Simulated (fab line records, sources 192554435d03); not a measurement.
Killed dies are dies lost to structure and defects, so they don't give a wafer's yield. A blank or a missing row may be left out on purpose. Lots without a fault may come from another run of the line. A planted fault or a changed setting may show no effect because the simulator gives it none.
A struck lot beside a sound one | flow n5_finfet | 18 steps out of a route of 1938
Sound: wafers L623.1, L623.3, L623.6. Struck: wafers L620.1, L620.2, L620.4. The cause comes at the end.
At each step with rows: each side's tool, then ch and its chambers, then its first start. Under that, the readings that differ: sound wafers | struck wafers | difference of the means | sigmas: that difference in standard deviations of wafers without a fault.
alike: readings whose means differ by less than 2 such deviations, and words and numbers that are the same on both sides. not compared: withheld readings, readings that some wafer has no value for, bounds like >300 that may hide the same value, and numbers for which the record gives no deviation and whose values overlap.
The two part at a step that has a row with sigmas, a row that says differs or no value, or rows on one side only. Numbers that don't overlap but have no deviation are shown without sigmas and don't part them. A reading that every wafer of one side lacks parts them only if that side has two wafers or more.

first, 1 step without rows for these wafers: N5_MOL_CONTACT_COAG_STRIP_98 (strips in N2/H2).
N5_MOL_CONTACT_COAG_CD_MEAS_99: target cd 17.2 nm.
  sound on cd_sem-02, day 10 07:08; struck on cd_sem-02, day 9 14:02
  alike: cd_nm
then, 2 steps without rows for these wafers: N5_MOL_CONTACT_COAG_IMPLANT_129; N5_MOL_CONTACT_COAG_PRECLEAN_111 (cleans in NF3:NH3, afs cycles 1, time 20 s, sublimation time 60 s).
N5_MOL_CONTACT_COAG_TI_SIL_19: material Ti, target thk 4.2 nm, time 15 s.
  sound on pvd_sputter-02, day 10 07:38; struck on pvd_sputter-01, day 9 14:44
  alike: throttle_valve_pct
then, 3 steps without rows for these wafers: N5_MOL_CONTACT_COAG_ALD_20 (deposits TiN, target thk 1.5 nm, pulse time 1 s, purge time 3 s); N5_MOL_CONTACT_COAG_SIL_ANNEAL_21 (time 60 s); N5_MOL_CONTACT_COAG_PRE_CLEAN_141 (time 60 s).
N5_MOL_CONTACT_COAG_SPUTTER_143: material Co, target thk 2.5 nm.
  sound on pvd_sputter-01, day 10 10:10; struck on pvd_sputter-01, day 9 15:53
  alike: chamber_pressure_pa, substrate_temp_c, throttle_valve_pct
N5_MOL_CONTACT_COAG_CO_FILL_22: material Co, precursor CCTBA/H2, target thk 20 nm.
  sound on cvd_co-01 ch 0,1, day 10 10:17; struck on cvd_co-02 ch 1,2, day 9 16:01
  alike: heater_power_w
  not compared: since_wet_clean_h
N5_MOL_CONTACT_COAG_ANNEAL_113: time 300 s.
  sound on rtp_anneal-01 ch 0, day 10 10:54; struck on rtp_anneal-01 ch 0, day 9 16:46
  alike: lamp_power_pct, wafer_temp_C_max
N5_MOL_CONTACT_COAG_PRE_CLEAN_142: time 60 s.
  sound on pvd_sputter-02, day 10 12:49; struck on pvd_sputter-03, day 9 18:48
  alike: heater_power_w
N5_MOL_CONTACT_COAG_SPUTTER_130: material Co, target thk 47.5 nm.
  sound on pvd_sputter-02, day 10 12:52; struck on pvd_sputter-03, day 9 18:52
  no value came back on the struck wafers for cathode_dc_power_W (W), chamber_pressure_pa (Pa), throttle_valve_pct (%); on the sound wafers cathode_dc_power_W (W) reads 2999.8 3000.5 2999.7
then, 2 steps without rows for these wafers: N5_MOL_CONTACT_COAG_PRECLEAN_125 (cleans in DIW, time 57.5 s); N5_MOL_CONTACT_COAG_SRD_126 (dry time 32 s).
N5_MOL_CONTACT_COAG_CMP_23: polishes, stops on SiO2, t overpolish 1.5 s, target thk 0 nm.
  sound on cmp-03 ch 0,1,2, day 10 13:05; struck on cmp-01 ch 0,2,3, day 9 19:05
  reading                                             | sound        | struck      | difference | sigmas
  time_to_endpoint_s (s)                              | 9.8 8.4 10.9 | 3.9 4.9 3.7 | -5.5       | -3
  model.Co_of_MOL_CONTACT_COAG_CO_FILL_22.thk_nm (nm) | 20 19.6 20   | 0 0 0       | -20        |
  alike: motor_current_A, platen_rpm, slurry_flow_ml_min
-- the record jumps here: 3 days lie between the struck wafers' starts before and after (it left off in module MOL_CONTACT_COAG and takes up again in module BEOL_M4, whose first step shown is number 1111 of the route) --
N5_BEOL_M4_RC_MEAS_101:
  sound on prober-02 ch 0, day 13 13:01; struck on prober-01 ch 0, day 12 20:08
  reading       | sound          | struck         | difference | sigmas
  ION_N (uA/um) | 693 682 688    | 633 675 660    | -32        | -3
  ION_P (uA/um) | 472 466 476    | 446 460 449    | -20        | -3
  VT_N (mV)     | 246 246 247    | 260 252 251    | +8         | +3
  VT_P (mV)     | -249 -246 -246 | -256 -253 -253 | -7         | -2
  alike: DIBL_N, DIBL_P, IOFF_N, IOFF_P, SS_N, SS_P
-- the record jumps here: 4 days lie between the struck wafers' starts before and after (it left off in module BEOL_M4 and takes up again in module PASSIVATION, whose first step shown is number 1936 of the route) --
N5_PASSIVATION_PROBE_49:
  sound on prober-01, day 18 02:01; struck on prober-01, day 16 22:10
  reading              | sound    | struck   | difference | sigmas
  killed_at_front_end  | 66 75 47 | 24 40 28 | -32        | -3
  killed_at_other      | 4 0 0    | 9 16 7   | +9         | +3
  sort_bin_8_speed (%) | 0 0 0    | 2.88 0 0 | +0.96      | +4
  alike: defect_limited_yield, killed_at_M0_to_M3, killed_at_M4_up, killed_at_contacts, killed_dies, killed_open, killed_short, sort_bin_5_function, sort_bin_6_memory, sort_n_pass, sort_yield_pct

WHERE THEY PART
First at N5_MOL_CONTACT_COAG_SPUTTER_130; last, within this record, at N5_PASSIVATION_PROBE_49.

WHY: what the simulator had put in
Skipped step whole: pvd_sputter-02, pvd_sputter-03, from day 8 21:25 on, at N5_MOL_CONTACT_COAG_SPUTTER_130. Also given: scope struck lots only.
